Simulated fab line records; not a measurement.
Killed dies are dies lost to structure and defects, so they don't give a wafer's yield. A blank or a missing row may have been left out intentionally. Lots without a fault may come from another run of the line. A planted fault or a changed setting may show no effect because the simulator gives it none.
Lot-split experiment -- flow n5Finfet -- on a route of 1938 steps: 7 lots, 21 wafers read

THE SPLIT
At N5_SD_EPI_P_EPI_21 (deposits SiGe:B, time 355 s), the setting timeS was moved away from the recipe's 355 s on 7 of the 21 wafers read, by -17.2% to +15.4%. All remaining wafers had this setting at the recipe value.

FROM THE SPLIT TO THE READING: what the file shows between them, 6 steps
- N5_SD_EPI_P_EPI_MEAS_23
- N5_SD_EPI_P_HM_STRIP_48: strips SiNx in H3PO4, material SiNx, target depth 3 nm
- N5_SD_EPI_P_SRD_49: time 30 s
- N5_SD_EPI_P_PRECLEAN_24: cleans in O3/DIW, time 45 s
- N5_SD_ACTIVATION_RTA_00: time 0 s
- N5_SD_ACTIVATION_LSA_01: time 0.0008 s

THE READING
RS_SD_P in ohm/sq, measured at N5_SD_ACTIVATION_RS_MEAS_03 by four-point-probe. Typical for fault-free wafers on this fab line: 55.8 ohm/sq, with standard deviation 0.97 ohm/sq.

wafer,"tool, chamber at the split","timeS as run, s",against the recipe,"RS_SD_P, ohm/sq",against lot-mates on the recipe
L080.2,"epiRpcvd-03, 0",355,recipe,54.6,-
L080.3,"epiRpcvd-03, 0",355,recipe,53.9,-
L080.6,"epiRpcvd-03, 0",355,recipe,53.7,-
L084.1,"epiRpcvd-02, 0",355,recipe,54.4,-
L084.4,"epiRpcvd-02, 0",409.7,+15.4%,49.4,-5.2
L084.5,"epiRpcvd-02, 0",355,recipe,54.9,-
L086.2,"epiRpcvd-03, 0",294.1,-17.2%,62.8,+6.1
L086.3,"epiRpcvd-03, 0",355,recipe,56.4,-
L086.5,"epiRpcvd-03, 0",355,recipe,56.9,-
L087.4,"epiRpcvd-03, 0",355,recipe,56.2,-
L087.5,"epiRpcvd-03, 0",378.1,+6.5%,53.6,-2.6
L087.6,"epiRpcvd-03, 0",378.1,+6.5%,53.0,-3.2
L088.1,"epiRpcvd-02, 0",355,recipe,55.6,-
L088.4,"epiRpcvd-02, 0",404.1,+13.8%,49.5,-6.1
L088.5,"epiRpcvd-02, 0",404.1,+13.8%,51.0,-4.6
L091.1,"epiRpcvd-02, 0",355,recipe,57.3,-
L091.3,"epiRpcvd-02, 0",355,recipe,55.9,-
L091.6,"epiRpcvd-02, 0",355,recipe,57.3,-
L096.1,"epiRpcvd-03, 0",355,recipe,56.6,-
L096.5,"epiRpcvd-03, 0",336.7,-5.2%,58.9,+2.4
L096.6,"epiRpcvd-03, 0",355,recipe,56.4,-

FIT RESULTS
A straight line over all 21 wafers: RS_SD_P changes by -0.411 ohm/sq for each +1% of timeS; r = -0.94; the points scatter about the line by 1.1 ohm/sq.
The same after taking each lot's own level away (the mean of its wafers on the recipe; 21 wafers): -0.374 ohm/sq for each +1%; r = -0.98; scatter 0.48 ohm/sq.
That fit puts the effect of the largest move of timeS on the reading at 6.4 ohm/sq.
The span of the lots' own levels, 54.07 to 56.83 ohm/sq, comes to 2.9 times the standard deviation stated above.
Hence the lot-to-lot level has little effect on the slope; both slopes agree.
Check: for one of the wafers moved furthest among these (-17.2%), held out of the fit, the line's prediction against its lot-mates is +6.56 ohm/sq. Against them it came out at +6.15 ohm/sq.

THE WHOLE CHAIN: every reading that the file lists as answering this split, in the file's order
step,what it does,reading,change (the file's fit),r (the file's)
N5_SD_EPI_P_EPI_21,"deposits SiGe:B, time 355 s","SiGe-B_of_SD_EPI_P_EPI_21.thkNm (the simulator's own value, which no gauge read)",+0.415 nm for each +1% of the setting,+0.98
N5_SD_EPI_P_EPI_MEAS_23,,thkNm,withheld for each +1% of the setting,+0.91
N5_SD_ACTIVATION_RS_MEAS_03,measures by four-point-probe,RS_SD_P,-0.368 for each +1% of the setting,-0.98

FILE'S OWN FIT
RS_SD_P changes by -0.368 ohm/sq for each +1% of timeS, r = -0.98.
